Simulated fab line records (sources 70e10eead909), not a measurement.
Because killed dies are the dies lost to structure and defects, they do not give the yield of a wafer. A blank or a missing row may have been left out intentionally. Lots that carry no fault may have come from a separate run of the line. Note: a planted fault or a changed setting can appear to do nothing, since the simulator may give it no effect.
What tool caused it? / flow nand-harc / 18 wafers sampled from 6 lots at 1 step of a route of 1159

== WHAT THE GAUGES READ, wafer by wafer ==
NHARC_P_ZERO_WELL_INSPECT_43.
lot=L892; measured=day 2 01:45; on=defect-inspect-02; raw-defect-count=7 6 7
lot=L894; measured=day 2 13:30; on=defect-inspect-02; raw-defect-count=12 11 16
lot=L898; measured=day 3 13:31; on=defect-inspect-02; raw-defect-count=19 13 9
lot=L901; measured=day 4 07:26; on=defect-inspect-02; raw-defect-count=13 27 22
lot=L904; measured=day 5 01:27; on=defect-inspect-01; raw-defect-count=15 16 18
lot=L906; measured=day 5 14:28; on=defect-inspect-01; raw-defect-count=6 19 10

== EACH LOT AND THE TOOL THAT RAN IT (in order: tool; ch and the chambers of the sampled wafers; start) ==
Before these readings, the record contains no process step.

== THE ANSWER, worked out from the rows above alone ==
Rule: the usual values come from the lots themselves. The widest of any qualifying gaps counts: lots, ordered by their means at a reading, are off when they make up no more than a third of the lots, leave a main group of 4 or more, and stand apart from it by 3 or more times the standard deviation of that group's means. A main group whose means are all the same, to the digits that the tables above print for the reading, isn't used. A lot without any number at a reading at which 4 lots or more have one is off too. The other lots that the step has rows for count as sound.
None of the lots is off at any reading shown; this tells nothing.

== WHAT THE SIMULATOR HAD INSERTED ==
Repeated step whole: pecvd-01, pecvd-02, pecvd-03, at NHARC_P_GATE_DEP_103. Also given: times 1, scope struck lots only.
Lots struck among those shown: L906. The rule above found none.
